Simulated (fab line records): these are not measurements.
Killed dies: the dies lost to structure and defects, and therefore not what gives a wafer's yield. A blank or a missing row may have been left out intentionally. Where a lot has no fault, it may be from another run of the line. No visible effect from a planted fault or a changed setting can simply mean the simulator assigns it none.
Matching of chambers | flow n5Finfet | uvCure-02 running N5_BEOL_M7_CURE_74: 3 sister chambers
The step cures SiCOH lowk, time 240 s. 3 wafers are shown with their chamber, then 10 later ones without.

== WAFERS WITH THEIR CHAMBER ==
wafer  | chamber | wafer_temp_C_max
L084.6 | 2       | 387.4
L087.5 | 1       | 386.8
L093.4 | 0       | 388.1

== WAFERS WITHOUT THEIR CHAMBER ==
wafer  | wafer_temp_C_max
L093.5 | 387.2
L095.2 | 386.7
L095.4 | 387.3
L095.6 | 387.4
L096.3 | 387.4
L096.4 | 388.2
L096.5 | 387.4
L097.4 | 387.6
L097.5 | 388.7
L097.6 | 388.6

== THE CHAMBER EACH PASSED THROUGH ==
wafer  | from the rows above     | in truth
L093.5 | can't be placed: 2 or 1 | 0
L095.2 | 1                       | 1
L095.4 | can't be placed: 2 or 1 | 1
L095.6 | 2                       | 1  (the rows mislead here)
L096.3 | 2                       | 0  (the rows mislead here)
L096.4 | 0                       | 0
L096.5 | 2                       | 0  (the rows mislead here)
L097.4 | can't be placed: 2 or 0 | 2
L097.5 | 0                       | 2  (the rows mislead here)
L097.6 | 0                       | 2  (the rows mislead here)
Correct placement for 2 of the 10. Can't be placed from these rows: 3 (the true chamber is among the candidates in 2). 5 placed wrongly.
How it was worked out, from the rows above alone: a wafer's distance from a chamber is the root of the sum, over the readings, of the square of ((its reading less the chamber's mean) divided by the reading's scatter). The wafer belongs to the nearest chamber; if the next one is less than 2 further off, it can't be placed. Each chamber's mean is taken over the wafers shown for it. The scatter: with one shown wafer a chamber, the root of the mean of the squares of how far each hidden wafer lies from its nearest shown one.
